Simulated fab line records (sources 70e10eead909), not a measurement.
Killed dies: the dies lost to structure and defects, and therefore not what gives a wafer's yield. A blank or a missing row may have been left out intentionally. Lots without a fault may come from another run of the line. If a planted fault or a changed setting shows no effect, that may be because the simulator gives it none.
The tool behind it: which one? || flow nand harc || 24 lots with 72 wafers sampled at 4 steps, on a route of 1302 steps

== WHAT THE GAUGES SHOWED, per wafer ==
NHARC_P_STI_CD_MEAS_09: target cd 200 nm.
{"lot": "L074", "measured": "day 2 20:47", "on": "cd sem-01", "cd nm (nm)": "197.7 196.4 195.6"}
{"lot": "L075", "measured": "day 3 08:07", "on": "cd sem-02", "cd nm (nm)": "201.1 201.3 199.5"}
{"lot": "L076", "measured": "day 3 19:08", "on": "cd sem-01", "cd nm (nm)": "200.9 201.4 203.9"}
{"lot": "L077", "measured": "day 4 02:50", "on": "cd sem-03", "cd nm (nm)": "198.5 200.3 199.3"}
{"lot": "L078", "measured": "day 4 13:32", "on": "cd sem-03", "cd nm (nm)": "197.6 198.5 198.3"}
{"lot": "L079", "measured": "day 4 21:37", "on": "cd sem-02", "cd nm (nm)": "197.3 199.5 201.5"}
{"lot": "L080", "measured": "day 5 11:56", "on": "cd sem-02", "cd nm (nm)": "199.6 197.6 194.8"}
{"lot": "L081", "measured": "day 5 20:04", "on": "cd sem-03", "cd nm (nm)": "199.2 199.2 197.3"}
{"lot": "L082", "measured": "day 6 02:07", "on": "cd sem-01", "cd nm (nm)": "200.8 199.7 198.9"}
{"lot": "L083", "measured": "day 6 13:05", "on": "cd sem-01", "cd nm (nm)": "201.3 197.3 202.6"}
{"lot": "L084", "measured": "day 7 00:59", "on": "cd sem-01", "cd nm (nm)": "196.8 192.5 193.5"}
{"lot": "L085", "measured": "day 7 11:46", "on": "cd sem-01", "cd nm (nm)": "198.7 199.2 199.5"}
{"lot": "L086", "measured": "day 7 19:43", "on": "cd sem-01", "cd nm (nm)": "200.9 204.1 201.4"}
{"lot": "L087", "measured": "day 8 06:35", "on": "cd sem-03", "cd nm (nm)": "202.7 200.2 200.6"}
{"lot": "L088", "measured": "day 8 18:05", "on": "cd sem-01", "cd nm (nm)": "201.8 199.0 201.6"}
{"lot": "L089", "measured": "day 9 00:32", "on": "cd sem-03", "cd nm (nm)": "199.1 200.3 195.6"}
{"lot": "L090", "measured": "day 9 12:38", "on": "cd sem-02", "cd nm (nm)": "201.5 197.8 200.4"}
{"lot": "L091", "measured": "day 9 21:25", "on": "cd sem-01", "cd nm (nm)": "197.9 198.3 200.7"}
{"lot": "L092", "measured": "day 10 07:11", "on": "cd sem-02", "cd nm (nm)": "198.6 195.3 198.0"}
{"lot": "L093", "measured": "day 10 17:16", "on": "cd sem-02", "cd nm (nm)": "202.2 199.3 203.8"}
{"lot": "L094", "measured": "day 11 05:18", "on": "cd sem-02", "cd nm (nm)": "204.0 201.8 203.3"}
{"lot": "L095", "measured": "day 11 13:53", "on": "cd sem-01", "cd nm (nm)": "201.7 200.5 200.8"}
{"lot": "L096", "measured": "day 12 01:03", "on": "cd sem-03", "cd nm (nm)": "194.7 196.4 198.8"}
{"lot": "L097", "measured": "day 12 10:26", "on": "cd sem-02", "cd nm (nm)": "202.8 198.7 204.5"}

NHARC_P_GATE_CD_MEAS_46: target cd 720 nm.
{"lot": "L074", "measured": "day 5 14:29", "on": "cd sem-02", "cd nm (nm)": "718.6 717.0 720.4"}
{"lot": "L075", "measured": "day 6 01:00", "on": "cd sem-02", "cd nm (nm)": "723.8 720.7 721.3"}
{"lot": "L076", "measured": "day 6 13:28", "on": "cd sem-01", "cd nm (nm)": "723.2 719.6 717.6"}
{"lot": "L077", "measured": "day 6 16:40", "on": "cd sem-02", "cd nm (nm)": "721.3 719.3 722.0"}
{"lot": "L078", "measured": "day 7 17:37", "on": "cd sem-03", "cd nm (nm)": "721.1 721.9 721.5"}
{"lot": "L079", "measured": "day 7 15:50", "on": "cd sem-03", "cd nm (nm)": "717.6 717.3 715.0"}
{"lot": "L080", "measured": "day 8 09:24", "on": "cd sem-01", "cd nm (nm)": "720.0 718.3 721.1"}
{"lot": "L081", "measured": "day 8 16:59", "on": "cd sem-03", "cd nm (nm)": "722.6 719.1 722.6"}
{"lot": "L082", "measured": "day 8 22:11", "on": "cd sem-01", "cd nm (nm)": "720.3 718.0 721.1"}
{"lot": "L083", "measured": "day 9 08:14", "on": "cd sem-03", "cd nm (nm)": "721.5 721.2 723.5"}
{"lot": "L084", "measured": "day 9 16:53", "on": "cd sem-03", "cd nm (nm)": "720.4 719.4 717.2"}
{"lot": "L085", "measured": "day 10 13:34", "on": "cd sem-01", "cd nm (nm)": "718.2 718.6 717.2"}
{"lot": "L086", "measured": "day 10 07:33", "on": "cd sem-03", "cd nm (nm)": "718.5 720.5 718.1"}
{"lot": "L087", "measured": "day 11 05:35", "on": "cd sem-03", "cd nm (nm)": "721.6 722.5 720.5"}
{"lot": "L088", "measured": "day 11 16:05", "on": "cd sem-02", "cd nm (nm)": "717.6 719.9 715.9"}
{"lot": "L089", "measured": "day 11 14:18", "on": "cd sem-02", "cd nm (nm)": "720.8 718.7 717.8"}
{"lot": "L090", "measured": "day 12 12:22", "on": "cd sem-01", "cd nm (nm)": "720.3 721.8 720.4"}
{"lot": "L091", "measured": "day 12 14:11", "on": "cd sem-01", "cd nm (nm)": "721.4 719.9 719.3"}
{"lot": "L092", "measured": "day 13 01:20", "on": "cd sem-01", "cd nm (nm)": "724.3 721.9 720.4"}
{"lot": "L093", "measured": "day 13 08:21", "on": "cd sem-03", "cd nm (nm)": "721.0 721.4 721.4"}
{"lot": "L094", "measured": "day 14 04:39", "on": "cd sem-02", "cd nm (nm)": "723.2 722.2 718.8"}
{"lot": "L095", "measured": "day 14 06:58", "on": "cd sem-03", "cd nm (nm)": "721.3 723.6 723.1"}
{"lot": "L096", "measured": "day 14 21:38", "on": "cd sem-03", "cd nm (nm)": "721.0 718.5 720.3"}
{"lot": "L097", "measured": "day 15 06:25", "on": "cd sem-02", "cd nm (nm)": "722.6 721.3 718.8"}

== WHAT TOOL EACH LOT RAN ON (gives the tool, then ch and the chambers of the sampled wafers, and finally the start) ==
{"lot": "L074", "NHARC_P_ZERO_WELL_RTA_42": "rtp anneal-02 ch 0, day 2 03:25", "NHARC_P_GATE_STRIP_101": "rie diel-09 ch 1,2,3, day 5 13:34"}
{"lot": "L075", "NHARC_P_ZERO_WELL_RTA_42": "rtp anneal-02 ch 0, day 2 13:00", "NHARC_P_GATE_STRIP_101": "rie diel-03 ch 0,3, day 6 00:05"}
{"lot": "L076", "NHARC_P_ZERO_WELL_RTA_42": "rtp anneal-02 ch 0, day 2 22:36", "NHARC_P_GATE_STRIP_101": "rie diel-03 ch 0,2,3, day 6 12:39"}
{"lot": "L077", "NHARC_P_ZERO_WELL_RTA_42": "rtp anneal-02 ch 0, day 3 09:02", "NHARC_P_GATE_STRIP_101": "rie diel-09 ch 0,2, day 6 15:44"}
{"lot": "L078", "NHARC_P_ZERO_WELL_RTA_42": "rtp anneal-02 ch 0, day 3 19:53", "NHARC_P_GATE_STRIP_101": "rie diel-09 ch 0,1,3, day 7 16:50"}
{"lot": "L079", "NHARC_P_ZERO_WELL_RTA_42": "rtp anneal-02 ch 0, day 4 04:52", "NHARC_P_GATE_STRIP_101": "rie diel-03 ch 0,1,2, day 7 14:56"}
{"lot": "L080", "NHARC_P_ZERO_WELL_RTA_42": "rtp anneal-01 ch 0, day 4 15:16", "NHARC_P_GATE_STRIP_101": "rie diel-03 ch 0,2,3, day 8 08:36"}
{"lot": "L081", "NHARC_P_ZERO_WELL_RTA_42": "rtp anneal-01 ch 0, day 5 05:01", "NHARC_P_GATE_STRIP_101": "rie diel-03 ch 0,1,3, day 8 16:11"}
{"lot": "L082", "NHARC_P_ZERO_WELL_RTA_42": "rtp anneal-02 ch 0, day 5 10:58", "NHARC_P_GATE_STRIP_101": "rie diel-09 ch 0,1,2, day 8 21:11"}
{"lot": "L083", "NHARC_P_ZERO_WELL_RTA_42": "rtp anneal-02 ch 0, day 5 21:07", "NHARC_P_GATE_STRIP_101": "rie diel-03 ch 0,1,3, day 9 07:22"}
{"lot": "L084", "NHARC_P_ZERO_WELL_RTA_42": "rtp anneal-02 ch 0, day 6 07:04", "NHARC_P_GATE_STRIP_101": "rie diel-09 ch 0,2,3, day 9 15:53"}
{"lot": "L085", "NHARC_P_ZERO_WELL_RTA_42": "rtp anneal-01 ch 0, day 6 16:52", "NHARC_P_GATE_STRIP_101": "rie diel-04 ch 0,1,3, day 10 12:44"}
{"lot": "L086", "NHARC_P_ZERO_WELL_RTA_42": "rtp anneal-02 ch 0, day 7 03:38", "NHARC_P_GATE_STRIP_101": "rie diel-04 ch 1,2,3, day 10 06:46"}
{"lot": "L087", "NHARC_P_ZERO_WELL_RTA_42": "rtp anneal-01 ch 0, day 7 12:52", "NHARC_P_GATE_STRIP_101": "rie diel-03 ch 0,2,3, day 11 04:43"}
{"lot": "L088", "NHARC_P_ZERO_WELL_RTA_42": "rtp anneal-01 ch 0, day 7 22:52", "NHARC_P_GATE_STRIP_101": "rie diel-09 ch 0,1,2, day 11 15:10"}
{"lot": "L089", "NHARC_P_ZERO_WELL_RTA_42": "rtp anneal-02 ch 0, day 8 09:16", "NHARC_P_GATE_STRIP_101": "rie diel-03 ch 1,2, day 11 13:30"}
{"lot": "L090", "NHARC_P_ZERO_WELL_RTA_42": "rtp anneal-01 ch 0, day 8 18:59", "NHARC_P_GATE_STRIP_101": "rie diel-03 ch 0,2,3, day 12 11:35"}
{"lot": "L091", "NHARC_P_ZERO_WELL_RTA_42": "rtp anneal-01 ch 0, day 9 05:02", "NHARC_P_GATE_STRIP_101": "rie diel-04 ch 1,2, day 12 13:16"}
{"lot": "L092", "NHARC_P_ZERO_WELL_RTA_42": "rtp anneal-01 ch 0, day 9 15:05", "NHARC_P_GATE_STRIP_101": "rie diel-04 ch 0,2, day 13 00:25"}
{"lot": "L093", "NHARC_P_ZERO_WELL_RTA_42": "rtp anneal-02 ch 0, day 10 01:16", "NHARC_P_GATE_STRIP_101": "rie diel-04 ch 1,2, day 13 07:33"}
{"lot": "L094", "NHARC_P_ZERO_WELL_RTA_42": "rtp anneal-01 ch 0, day 10 10:47", "NHARC_P_GATE_STRIP_101": "rie diel-03 ch 0,2,3, day 14 03:44"}
{"lot": "L095", "NHARC_P_ZERO_WELL_RTA_42": "rtp anneal-01 ch 0, day 10 21:22", "NHARC_P_GATE_STRIP_101": "rie diel-04 ch 0,1,2, day 14 06:04"}
{"lot": "L096", "NHARC_P_ZERO_WELL_RTA_42": "rtp anneal-02 ch 0, day 11 07:01", "NHARC_P_GATE_STRIP_101": "rie diel-09 ch 0,1,3, day 14 20:50"}
{"lot": "L097", "NHARC_P_ZERO_WELL_RTA_42": "rtp anneal-02 ch 0, day 11 17:01", "NHARC_P_GATE_STRIP_101": "rie diel-04 ch 1,2, day 15 05:30"}
- NHARC_P_ZERO_WELL_RTA_42: time 300 s.
- NHARC_P_GATE_STRIP_101: strips in O2, time 20 s.

== AS READ BY THE TOOLS THEMSELVES (means over the sampled wafers that have a number; for cases with no such wafer, the mark the record gives instead) ==
NHARC_P_ZERO_WELL_RTA_42.
{"lot": "L074", "tool": "rtp anneal-02", "lamp power pct (%)": 38.1, "wafer_temp_C_max": 1104.3}
{"lot": "L075", "tool": "rtp anneal-02", "lamp power pct (%)": 38.0, "wafer_temp_C_max": 1104.8}
{"lot": "L076", "tool": "rtp anneal-02", "lamp power pct (%)": 38.0, "wafer_temp_C_max": 1105.0}
{"lot": "L077", "tool": "rtp anneal-02", "lamp power pct (%)": 38.1, "wafer_temp_C_max": 1104.1}
{"lot": "L078", "tool": "rtp anneal-02", "lamp power pct (%)": 38.1, "wafer_temp_C_max": 1103.7}
{"lot": "L079", "tool": "rtp anneal-02", "lamp power pct (%)": 38.0, "wafer_temp_C_max": 1103.9}
{"lot": "L080", "tool": "rtp anneal-01", "lamp power pct (%)": 40.6, "wafer_temp_C_max": 1105.5}
{"lot": "L081", "tool": "rtp anneal-01", "lamp power pct (%)": 40.6, "wafer_temp_C_max": 1105.2}
{"lot": "L082", "tool": "rtp anneal-02", "lamp power pct (%)": 38.1, "wafer_temp_C_max": 1104.2}
{"lot": "L083", "tool": "rtp anneal-02", "lamp power pct (%)": 38.0, "wafer_temp_C_max": 1102.8}
{"lot": "L084", "tool": "rtp anneal-02", "lamp power pct (%)": 38.0, "wafer_temp_C_max": 1104.5}
{"lot": "L085", "tool": "rtp anneal-01", "lamp power pct (%)": 40.5, "wafer_temp_C_max": 1104.4}
{"lot": "L086", "tool": "rtp anneal-02", "lamp power pct (%)": 38.0, "wafer_temp_C_max": 1104.9}
{"lot": "L087", "tool": "rtp anneal-01", "lamp power pct (%)": 40.6, "wafer_temp_C_max": 1105.4}
{"lot": "L088", "tool": "rtp anneal-01", "lamp power pct (%)": 40.6, "wafer_temp_C_max": 1104.8}
{"lot": "L089", "tool": "rtp anneal-02", "lamp power pct (%)": 38.1, "wafer_temp_C_max": 1105.9}
{"lot": "L090", "tool": "rtp anneal-01", "lamp power pct (%)": 40.5, "wafer_temp_C_max": 1105.7}
{"lot": "L091", "tool": "rtp anneal-01", "lamp power pct (%)": 40.6, "wafer_temp_C_max": 1105.3}
{"lot": "L092", "tool": "rtp anneal-01", "lamp power pct (%)": 40.6, "wafer_temp_C_max": 1104.6}
{"lot": "L093", "tool": "rtp anneal-02", "lamp power pct (%)": 38.0, "wafer_temp_C_max": 1104.2}
{"lot": "L094", "tool": "rtp anneal-01", "lamp power pct (%)": 40.6, "wafer_temp_C_max": 1104.7}
{"lot": "L095", "tool": "rtp anneal-01", "lamp power pct (%)": 40.6, "wafer_temp_C_max": 1104.9}
{"lot": "L096", "tool": "rtp anneal-02", "lamp power pct (%)": 38.0, "wafer_temp_C_max": 1103.0}
{"lot": "L097", "tool": "rtp anneal-02", "lamp power pct (%)": 38.0, "wafer_temp_C_max": 1104.1}

NHARC_P_GATE_STRIP_101.
{"lot": "L074", "tool": "rie diel-09", "drypump motor current A (A)": 5.2, "oes product au (a.u.)": 0.995, "rf vpp V (V)": 57.7, "showerhead plenum p Torr (Torr)": 3.39, "throttle valve pct (%)": 17.038}
{"lot": "L075", "tool": "rie diel-03", "drypump motor current A (A)": 5.9, "oes product au (a.u.)": 0.989, "rf vpp V (V)": 57.0, "showerhead plenum p Torr (Torr)": 3.44, "throttle valve pct (%)": 17.043}
{"lot": "L076", "tool": "rie diel-03", "drypump motor current A (A)": 5.9, "oes product au (a.u.)": 0.995, "rf vpp V (V)": 57.3, "showerhead plenum p Torr (Torr)": 3.51, "throttle valve pct (%)": 17.028}
{"lot": "L077", "tool": "rie diel-09", "drypump motor current A (A)": 5.6, "oes product au (a.u.)": 1.003, "rf vpp V (V)": 58.4, "showerhead plenum p Torr (Torr)": 3.56, "throttle valve pct (%)": 17.037}
{"lot": "L078", "tool": "rie diel-09", "drypump motor current A (A)": 5.5, "oes product au (a.u.)": 0.993, "rf vpp V (V)": 57.6, "showerhead plenum p Torr (Torr)": 3.48, "throttle valve pct (%)": 17.035}
{"lot": "L079", "tool": "rie diel-03", "drypump motor current A (A)": 5.9, "oes product au (a.u.)": 0.990, "rf vpp V (V)": 57.1, "showerhead plenum p Torr (Torr)": 3.58, "throttle valve pct (%)": 17.035}
{"lot": "L080", "tool": "rie diel-03", "drypump motor current A (A)": 5.9, "oes product au (a.u.)": 0.992, "rf vpp V (V)": 57.0, "showerhead plenum p Torr (Torr)": 3.51, "throttle valve pct (%)": 17.038}
{"lot": "L081", "tool": "rie diel-03", "drypump motor current A (A)": 5.9, "oes product au (a.u.)": 0.988, "rf vpp V (V)": 57.5, "showerhead plenum p Torr (Torr)": 3.50, "throttle valve pct (%)": 17.031}
{"lot": "L082", "tool": "rie diel-09", "drypump motor current A (A)": 5.2, "oes product au (a.u.)": 0.997, "rf vpp V (V)": 57.2, "showerhead plenum p Torr (Torr)": 3.46, "throttle valve pct (%)": 17.040}
{"lot": "L083", "tool": "rie diel-03", "drypump motor current A (A)": 5.9, "oes product au (a.u.)": 0.986, "rf vpp V (V)": 58.2, "showerhead plenum p Torr (Torr)": 3.50, "throttle valve pct (%)": 17.031}
{"lot": "L084", "tool": "rie diel-09", "drypump motor current A (A)": 5.6, "oes product au (a.u.)": 0.999, "rf vpp V (V)": 58.3, "showerhead plenum p Torr (Torr)": 3.49, "throttle valve pct (%)": 17.038}
{"lot": "L085", "tool": "rie diel-04", "drypump motor current A (A)": 5.6, "oes product au (a.u.)": 0.985, "rf vpp V (V)": 57.3, "showerhead plenum p Torr (Torr)": 3.49, "throttle valve pct (%)": 17.040}
{"lot": "L086", "tool": "rie diel-04", "drypump motor current A (A)": 5.5, "oes product au (a.u.)": 0.996, "rf vpp V (V)": 57.5, "showerhead plenum p Torr (Torr)": 3.38, "throttle valve pct (%)": 17.033}
{"lot": "L087", "tool": "rie diel-03", "drypump motor current A (A)": 5.9, "oes product au (a.u.)": 0.993, "rf vpp V (V)": 58.2, "showerhead plenum p Torr (Torr)": 3.51, "throttle valve pct (%)": 17.040}
{"lot": "L088", "tool": "rie diel-09", "drypump motor current A (A)": 5.3, "oes product au (a.u.)": 0.997, "rf vpp V (V)": 57.6, "showerhead plenum p Torr (Torr)": 3.46, "throttle valve pct (%)": 17.037}
{"lot": "L089", "tool": "rie diel-03", "drypump motor current A (A)": 6.1, "oes product au (a.u.)": 0.998, "rf vpp V (V)": 58.2, "showerhead plenum p Torr (Torr)": 3.55, "throttle valve pct (%)": 17.038}
{"lot": "L090", "tool": "rie diel-03", "drypump motor current A (A)": 5.9, "oes product au (a.u.)": 0.990, "rf vpp V (V)": 57.5, "showerhead plenum p Torr (Torr)": 3.51, "throttle valve pct (%)": 17.037}
{"lot": "L091", "tool": "rie diel-04", "drypump motor current A (A)": 5.4, "oes product au (a.u.)": 0.990, "rf vpp V (V)": 57.6, "showerhead plenum p Torr (Torr)": 3.37, "throttle valve pct (%)": 17.039}
{"lot": "L092", "tool": "rie diel-04", "drypump motor current A (A)": 5.6, "oes product au (a.u.)": 1.007, "rf vpp V (V)": 57.9, "showerhead plenum p Torr (Torr)": 3.59, "throttle valve pct (%)": 17.044}
{"lot": "L093", "tool": "rie diel-04", "drypump motor current A (A)": 5.4, "oes product au (a.u.)": 0.984, "rf vpp V (V)": 57.0, "showerhead plenum p Torr (Torr)": 3.37, "throttle valve pct (%)": 17.043}
{"lot": "L094", "tool": "rie diel-03", "drypump motor current A (A)": 5.9, "oes product au (a.u.)": 1.000, "rf vpp V (V)": 57.5, "showerhead plenum p Torr (Torr)": 3.51, "throttle valve pct (%)": 17.036}
{"lot": "L095", "tool": "rie diel-04", "drypump motor current A (A)": 5.6, "oes product au (a.u.)": 0.996, "rf vpp V (V)": 57.0, "showerhead plenum p Torr (Torr)": 3.48, "throttle valve pct (%)": 17.047}
{"lot": "L096", "tool": "rie diel-09", "drypump motor current A (A)": 5.5, "oes product au (a.u.)": 1.002, "rf vpp V (V)": 58.3, "showerhead plenum p Torr (Torr)": 3.48, "throttle valve pct (%)": 17.044}
{"lot": "L097", "tool": "rie diel-04", "drypump motor current A (A)": 5.5, "oes product au (a.u.)": 0.977, "rf vpp V (V)": 57.6, "showerhead plenum p Torr (Torr)": 3.36, "throttle valve pct (%)": 17.035}

== THE ANSWER, worked out from the rows above alone ==
Rule: the lots themselves supply what counts as usual. Put in order of their means at a reading, lots are off if they are a third of the lots or fewer, leave a main group of 4 or more, and stand apart from it by a gap of 3 or more times the standard deviation of the main group's means; of several such gaps the widest counts. A main group is skipped when, at the precision printed for the reading in the tables above, its means are all equal. Also off: a lot with no number at a reading for which 4 or more lots have one. Any other lot the step has rows for is counted as sound. The gauges are gone through in route order, then the tools' own readings, and for those a lot's mean is taken as printed above. The first step at which some lot is off is used, and at that step the reading that is off furthest; a lot without a number counts as furthest.
None of the lots is off at any reading shown; this tells nothing.

== WHAT HAD BEEN PUT IN BY THE SIMULATOR ==
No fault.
